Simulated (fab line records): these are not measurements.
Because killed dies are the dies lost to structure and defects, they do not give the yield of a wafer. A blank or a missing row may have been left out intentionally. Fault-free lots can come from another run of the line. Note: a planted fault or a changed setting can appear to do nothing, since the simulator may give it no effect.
Matching of chambers -- flow n5 finfet -- N5_BEOL_M3_ETCH_64 on rie diel-02: 4 sister chambers
The step etches SOC in N2/H2, target depth 75 nm, overetch 15 nm, time 112.5 s. 4 wafers are shown with their chamber, then 7 later ones without.

WAFERS, EACH WITH ITS CHAMBER
wafer,chamber,showerhead plenum p Torr (Torr)
L719.3,3,2.72
L723.3,2,2.50
L726.1,0,2.52
L726.6,1,2.65

WAFERS WHOSE CHAMBER IS MISSING
wafer,showerhead plenum p Torr (Torr)
L728.4,2.65
L728.5,2.52
L728.6,2.71
L731.3,2.50
L739.1,2.49
L739.2,2.51
L739.5,2.64

WHICH CHAMBER EACH WENT THROUGH
wafer,from the rows above,in truth
L728.4,1,1
L728.5,0,0
L728.6,3,3
L731.3,2,2
L739.1,2,2
L739.2,can't be placed: 2 or 0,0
L739.5,1,1
Correctly placed: 6 of 7. Cannot be placed on the basis of these rows: 1; the candidates contain the true chamber in 1. 0 placed wrongly.
How it was worked out, from the rows above alone: a wafer's distance from a chamber is the root of the sum, over the readings, of the square of ((its reading less the chamber's mean) divided by the reading's scatter). The wafer belongs to the nearest chamber; if the next one is less than 2 further off, it can't be placed. Each chamber's mean is taken over the wafers shown for it. The scatter: root of mean squared gap, hidden wafer to nearest shown wafer, with one shown wafer a chamber.
